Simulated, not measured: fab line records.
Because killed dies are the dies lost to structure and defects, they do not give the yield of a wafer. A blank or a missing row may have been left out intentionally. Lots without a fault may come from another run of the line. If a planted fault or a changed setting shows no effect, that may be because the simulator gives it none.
Chamber matching :: flow n5 finfet :: rie diel-04 running N5_MOL_CONTACT_COAG_ETCH_66: 4 sister chambers
The step etches SiARC in CF4, target depth 13 nm, time 21.7 s. 18 wafers are shown with their chamber, then 9 later ones without.

== EACH WAFER AND ITS CHAMBER ==
wafer: L074.3
chamber: 1
drypump motor current A (A): 6.4
showerhead plenum p Torr (Torr): 2.19
throttle valve pct (%): 15.49

wafer: L074.4
chamber: 3
drypump motor current A (A): 6.5
showerhead plenum p Torr (Torr): 2.21
throttle valve pct (%): 15.43

wafer: L074.6
chamber: 3
drypump motor current A (A): 6.6
showerhead plenum p Torr (Torr): 2.21
throttle valve pct (%): 15.44

wafer: L078.2
chamber: 0
drypump motor current A (A): 5.7
showerhead plenum p Torr (Torr): 2.13
throttle valve pct (%): 15.62

wafer: L078.4
chamber: 3
drypump motor current A (A): 6.6
showerhead plenum p Torr (Torr): 2.20
throttle valve pct (%): 15.45

wafer: L078.6
chamber: 0
drypump motor current A (A): 5.7
showerhead plenum p Torr (Torr): 2.13
throttle valve pct (%): 15.61

wafer: L079.2
chamber: 2
drypump motor current A (A): 4.9
showerhead plenum p Torr (Torr): 2.14
throttle valve pct (%): 15.19

wafer: L079.3
chamber: 1
drypump motor current A (A): 6.4
showerhead plenum p Torr (Torr): 2.18
throttle valve pct (%): 15.51

wafer: L079.4
chamber: 2
drypump motor current A (A): 4.9
showerhead plenum p Torr (Torr): 2.14
throttle valve pct (%): 15.20

wafer: L085.1
chamber: 1
drypump motor current A (A): 6.4
showerhead plenum p Torr (Torr): 2.18
throttle valve pct (%): 15.54

wafer: L085.2
chamber: 3
drypump motor current A (A): 6.6
showerhead plenum p Torr (Torr): 2.20
throttle valve pct (%): 15.47

wafer: L085.3
chamber: 0
drypump motor current A (A): 5.7
showerhead plenum p Torr (Torr): 2.13
throttle valve pct (%): 15.63

wafer: L087.2
chamber: 0
drypump motor current A (A): 5.8
showerhead plenum p Torr (Torr): 2.13
throttle valve pct (%): 15.63

wafer: L087.3
chamber: 3
drypump motor current A (A): 6.6
showerhead plenum p Torr (Torr): 2.20
throttle valve pct (%): 15.47

wafer: L087.5
chamber: 1
drypump motor current A (A): 6.3
showerhead plenum p Torr (Torr): 2.18
throttle valve pct (%): 15.54

wafer: L089.2
chamber: 0
drypump motor current A (A): 5.7
showerhead plenum p Torr (Torr): 2.13
throttle valve pct (%): 15.64

wafer: L089.4
chamber: 2
drypump motor current A (A): 4.9
showerhead plenum p Torr (Torr): 2.14
throttle valve pct (%): 15.22

wafer: L089.6
chamber: 3
drypump motor current A (A): 6.5
showerhead plenum p Torr (Torr): 2.20
throttle valve pct (%): 15.49

SIGNATURES, as means of the wafers listed above
reading: drypump motor current A
chamber 0: 5.720
chamber 1: 6.375
chamber 2: 4.900
chamber 3: 6.567
scatter within a chamber: 0.0454

reading: showerhead plenum p Torr
chamber 0: 2.1300
chamber 1: 2.1825
chamber 2: 2.1400
chamber 3: 2.2033
scatter within a chamber: 0.00386

reading: throttle valve pct
chamber 0: 15.6260
chamber 1: 15.5200
chamber 2: 15.2033
chamber 3: 15.4583
scatter within a chamber: 0.0194
Rule: distance of a wafer from a chamber = root of the sum over the readings of ((wafer's reading minus chamber's mean) / reading's scatter) squared. The wafer belongs to the nearest chamber; if the next one is less than 2 further off, it can't be placed. The scatter: take each reading less its chamber's mean, square it, sum over the shown wafers, divide by the number of wafers less the number of chambers, and take the root.

== WAFERS MISSING THEIR CHAMBER ==
wafer: L094.2
drypump motor current A (A): 6.5
showerhead plenum p Torr (Torr): 2.20
throttle valve pct (%): 15.51

wafer: L094.3
drypump motor current A (A): 4.9
showerhead plenum p Torr (Torr): 2.14
throttle valve pct (%): 15.23

wafer: L094.4
drypump motor current A (A): 5.8
showerhead plenum p Torr (Torr): 2.12
throttle valve pct (%): 15.66

wafer: L096.2
drypump motor current A (A): 6.5
showerhead plenum p Torr (Torr): 2.19
throttle valve pct (%): 15.50

wafer: L096.3
drypump motor current A (A): 6.4
showerhead plenum p Torr (Torr): 2.17
throttle valve pct (%): 15.57

wafer: L096.4
drypump motor current A (A): 5.7
showerhead plenum p Torr (Torr): 2.12
throttle valve pct (%): 15.68

wafer: L097.1
drypump motor current A (A): 6.6
showerhead plenum p Torr (Torr): 2.19
throttle valve pct (%): 15.51

wafer: L097.2
drypump motor current A (A): 5.8
showerhead plenum p Torr (Torr): 2.12
throttle valve pct (%): 15.67

wafer: L097.4
drypump motor current A (A): 4.9
showerhead plenum p Torr (Torr): 2.13
throttle valve pct (%): 15.26

== EACH ONE'S CHAMBER ==
wafer: L094.2
from the rows above: 3
in truth: 3

wafer: L094.3
from the rows above: 2
in truth: 2

wafer: L094.4
from the rows above: 0
in truth: 0

wafer: L096.2
from the rows above: can't be placed: 1 or 3
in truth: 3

wafer: L096.3
from the rows above: 1
in truth: 1

wafer: L096.4
from the rows above: 0
in truth: 0

wafer: L097.1
from the rows above: can't be placed: 3 or 1
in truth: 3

wafer: L097.2
from the rows above: 0
in truth: 0

wafer: L097.4
from the rows above: 2
in truth: 2
Placed correctly: 7 of 9. Unplaceable from these rows: 2, with the true chamber sitting among the candidates in 2. Wrongly placed: 0.
